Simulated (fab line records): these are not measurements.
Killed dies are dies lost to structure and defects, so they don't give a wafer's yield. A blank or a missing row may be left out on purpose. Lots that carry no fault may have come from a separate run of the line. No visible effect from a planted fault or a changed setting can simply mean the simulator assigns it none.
Which tool was responsible? | flow nand harc | 12 lots, 35 wafers sampled, at 5 steps of a route of 1302

== WHAT THE GAUGES SHOWED, per wafer ==
NHARC_END_SORT_01.
lot  | measured     | on        | killed at array | killed at other | killed at periphery | killed dies | killed open | killed short
L106 | day 27 21:23 | prober-02 | 51 53 61        | 1 2 2           | 2 6 1               | 54 61 64    | 6 4 3       | 2 5 7

== EACH LOT AND THE TOOL THAT RAN IT (in order: tool; ch and the chambers of the sampled wafers; start) ==
lot  | NHARC_A_STAIRCASE_ETCH_27                     | NHARC_A_STAIRCASE_TRIM_193         | NHARC_A_STAIRCASE_ETCH_199                    | NHARC_A_STAIRCASE_TRIM_200
L997 | rie diel-02 ch 0,2, day 15 19:51 or earlier   | rie diel-03 ch 2,3, day 15 19:51   | rie diel-03 ch 0,2,3, no start                | rie diel-03 ch 2,3, no start
L998 | rie diel-02 ch 0,1, day 15 21:35 or earlier   | rie diel-08 ch 0,2, day 15 21:35   | rie diel-03 ch 1,2, no start                  | rie diel-03 ch 0,3, no start
L104 | rie diel-03 ch 1,2, day 19 05:22 or earlier   | rie diel-08 ch 1,2,3, day 19 05:22 | rie diel-02 ch 0,3, no start                  | rie diel-02 ch 1,2,3, no start
L106 | rie diel-08 ch 0,2,3, day 19 06:19 or earlier | rie diel-03 ch 0,1,3, day 19 06:19 | rie diel-03 ch 0,2,3, day 27 21:23 or earlier | rie diel-03 ch 1,2,3, day 27 21:23 or earlier
L107 | rie diel-02 ch 1,3, day 20 12:19 or earlier   | rie diel-08 ch 2,3, day 20 12:19   | rie diel-03 ch 2,3, no start                  | rie diel-03 ch 0,2, no start
L108 | rie diel-02 ch 1,3, day 20 14:56 or earlier   | rie diel-03 ch 0,3, day 20 14:56   | rie diel-03 ch 0,2,3, no start                | rie diel-03 ch 0,3, no start
L111 | rie diel-08 ch 0,1, day 21 15:23 or earlier   | rie diel-08 ch 1,3, day 21 15:23   | rie diel-08 ch 0,3, no start                  | rie diel-08 ch 0,3, no start
L116 | rie diel-03 ch 1,2, day 23 23:32 or earlier   | rie diel-03 ch 0,2,3, day 23 23:32 | rie diel-03 ch 0,1,3, no start                | rie diel-03 ch 0,1, no start
L118 | rie diel-08 ch 2,3, day 24 11:38 or earlier   | rie diel-08 ch 0,1,2, day 24 11:38 | rie diel-08 ch 0,3, no start                  | rie diel-08 ch 0,1,2, no start
L117 | rie diel-02 ch 0,1, day 24 12:03 or earlier   | rie diel-03 ch 0,3, day 24 12:03   | rie diel-02 ch 1,2,3, no start                | rie diel-02 ch 0,1,3, no start
L120 | rie diel-03 ch 0,3, day 25 01:38 or earlier   | rie diel-08 ch 0,2, day 25 01:38   | rie diel-08 ch 0,2, no start                  | rie diel-08 ch 0,1,3, no start
L119 | rie diel-03 ch 0,1,2, day 25 01:55 or earlier | rie diel-03 ch 0,2,3, day 25 01:55 | rie diel-08 ch 1,2,3, no start                | rie diel-08 ch 0,1,2, no start
- NHARC_A_STAIRCASE_ETCH_27: etches the open film in C4F8/O2, target depth 100 nm, time 40.5 s.
- NHARC_A_STAIRCASE_TRIM_193: chemistry O2, time 211.2 s.
- NHARC_A_STAIRCASE_ETCH_199: etches the open film in C4F8/O2, target depth 100 nm, time 40.5 s.
- NHARC_A_STAIRCASE_TRIM_200: chemistry O2, time 211.2 s.

== WHAT THE TOOLS THEMSELVES READ (means of the sampled wafers that have a number; where no wafer has one, the mark that the record gives instead) ==
NHARC_A_STAIRCASE_ETCH_27.
lot  | tool        | oes product au (a.u.) | rf vpp V (V)
L997 | rie diel-02 | 0.944                 | 895
L998 | rie diel-02 | 0.942                 | 901
L104 | rie diel-03 | 0.939                 | 894
L106 | rie diel-08 | 0.946                 | 898
L107 | rie diel-02 | 0.939                 | 893
L108 | rie diel-02 | 0.942                 | 893
L111 | rie diel-08 | 0.945                 | 894
L116 | rie diel-03 | 0.931                 | 894
L118 | rie diel-08 | 0.958                 | 901
L117 | rie diel-02 | 0.951                 | 899
L120 | rie diel-03 | 0.938                 | 898
L119 | rie diel-03 | 0.941                 | 893

NHARC_A_STAIRCASE_TRIM_193.
lot  | tool        | drypump motor current A (A) | oes product au (a.u.) | rf vpp V (V) | run length s (s) | showerhead plenum p Torr (Torr) | throttle valve pct (%)
L997 | rie diel-03 | 6.4                         | 0.998                 | 57.6         | 232.4            | 3.52                            | 17.042
L998 | rie diel-08 | 6.3                         | 1.008                 | 58.2         | 233.0            | 3.54                            | 17.036
L104 | rie diel-08 | 6.0                         | 1.005                 | 58.2         | 232.2            | 3.58                            | 17.042
L106 | rie diel-03 | 5.8                         | 0.996                 | 57.8         | 232.2            | 3.61                            | 17.038
L107 | rie diel-08 | 6.1                         | 1.000                 | 58.2         | 232.6            | 3.67                            | 17.037
L108 | rie diel-03 | 6.0                         | 1.003                 | 57.7         | 232.3            | 3.64                            | 17.038
L111 | rie diel-08 | 5.9                         | 1.006                 | 58.8         | 228.4            | 3.57                            | 17.026
L116 | rie diel-03 | 6.1                         | 0.998                 | 57.7         | 232.3            | 3.50                            | 17.034
L118 | rie diel-08 | 6.1                         | 0.997                 | 57.7         | 232.3            | 3.46                            | 17.035
L117 | rie diel-03 | 5.9                         | 1.002                 | 57.0         | 232.1            | 3.51                            | 17.033
L120 | rie diel-08 | 6.3                         | 1.004                 | 57.9         | 232.7            | 3.50                            | 17.046
L119 | rie diel-03 | 6.1                         | 0.999                 | 57.1         | 232.4            | 3.50                            | 17.035

NHARC_A_STAIRCASE_ETCH_199.
lot  | tool        | oes product au (a.u.) | rf vpp V (V)
L997 | rie diel-03 | 0.946                 | 896
L998 | rie diel-03 | 0.953                 | 894
L104 | rie diel-02 | 0.946                 | 889
L106 | rie diel-03 | 0.943                 | 896
L107 | rie diel-03 | 0.952                 | 900
L108 | rie diel-03 | 0.927                 | 896
L111 | rie diel-08 | 0.948                 | 898
L116 | rie diel-03 | 0.947                 | 898
L118 | rie diel-08 | 0.943                 | 896
L117 | rie diel-02 | 0.949                 | 896
L120 | rie diel-08 | 0.934                 | 895
L119 | rie diel-08 | 0.924                 | 896

NHARC_A_STAIRCASE_TRIM_200.
lot  | tool        | drypump motor current A (A) | oes product au (a.u.) | rf vpp V (V) | run length s (s) | showerhead plenum p Torr (Torr) | throttle valve pct (%)
L997 | rie diel-03 | 6.3                         | 0.996                 | 57.9         | 232.3            | 3.64                            | 17.038
L998 | rie diel-03 | 6.0                         | 0.998                 | 58.9         | 232.5            | 3.66                            | 17.036
L104 | rie diel-02 | 6.0                         | 0.998                 | 57.1         | 232.4            | 3.55                            | 17.041
L106 | rie diel-03 | 6.1                         | 0.999                 | 57.6         | 232.4            | 3.59                            | 17.051
L107 | rie diel-03 | 6.0                         | 0.997                 | 57.4         | 232.2            | 3.41                            | 17.039
L108 | rie diel-03 | 6.0                         | 1.001                 | 58.3         | 232.3            | 3.64                            | 17.036
L111 | rie diel-08 | 6.2                         | 0.999                 | 58.4         | 233.1            | 3.58                            | 17.028
L116 | rie diel-03 | 5.6                         | 0.996                 | 58.1         | 232.3            | 3.55                            | 17.045
L118 | rie diel-08 | 6.1                         | 1.006                 | 57.2         | 232.5            | 3.46                            | 17.033
L117 | rie diel-02 | 5.8                         | 1.002                 | 57.8         | 232.4            | 3.47                            | 17.040
L120 | rie diel-08 | 6.1                         | 0.993                 | 57.2         | 232.5            | 3.51                            | 17.039
L119 | rie diel-08 | 6.1                         | 1.002                 | 56.9         | 232.5            | 3.46                            | 17.033

== THE ANSWER, worked out from the rows above alone ==
Rule: the usual values come from the lots themselves. Put in order of their means at a reading, lots are off if they are a third of the lots or fewer, leave a main group of 4 or more, and stand apart from it by a gap of 3 or more times the standard deviation of the main group's means; of several such gaps the widest counts. A main group is skipped when, at the precision printed for the reading in the tables above, its means are all equal. Also off: a lot with no number at a reading for which 4 or more lots have one. Any other lot the step has rows for is counted as sound. Order of review: gauges by route order, followed by the tools' own readings, for which a lot's mean as printed above is used. At the first step where some lot is off, the reading lying furthest off is the one used; lots without a number count as furthest.
Off: L111, at NHARC_A_STAIRCASE_TRIM_193 (run length s). For the main group the mean is 232.4 s and the standard deviation 0.25.
A tool fits if, at that step or a process step before it, it ran every lot that is off, and no sound lot after the first of them. With no start given for some of its lots, NHARC_A_STAIRCASE_ETCH_27 uses the hours and lot order of NHARC_A_STAIRCASE_TRIM_193. No candidate that was tried fits.

== WHAT HAD BEEN PUT IN BY THE SIMULATOR ==
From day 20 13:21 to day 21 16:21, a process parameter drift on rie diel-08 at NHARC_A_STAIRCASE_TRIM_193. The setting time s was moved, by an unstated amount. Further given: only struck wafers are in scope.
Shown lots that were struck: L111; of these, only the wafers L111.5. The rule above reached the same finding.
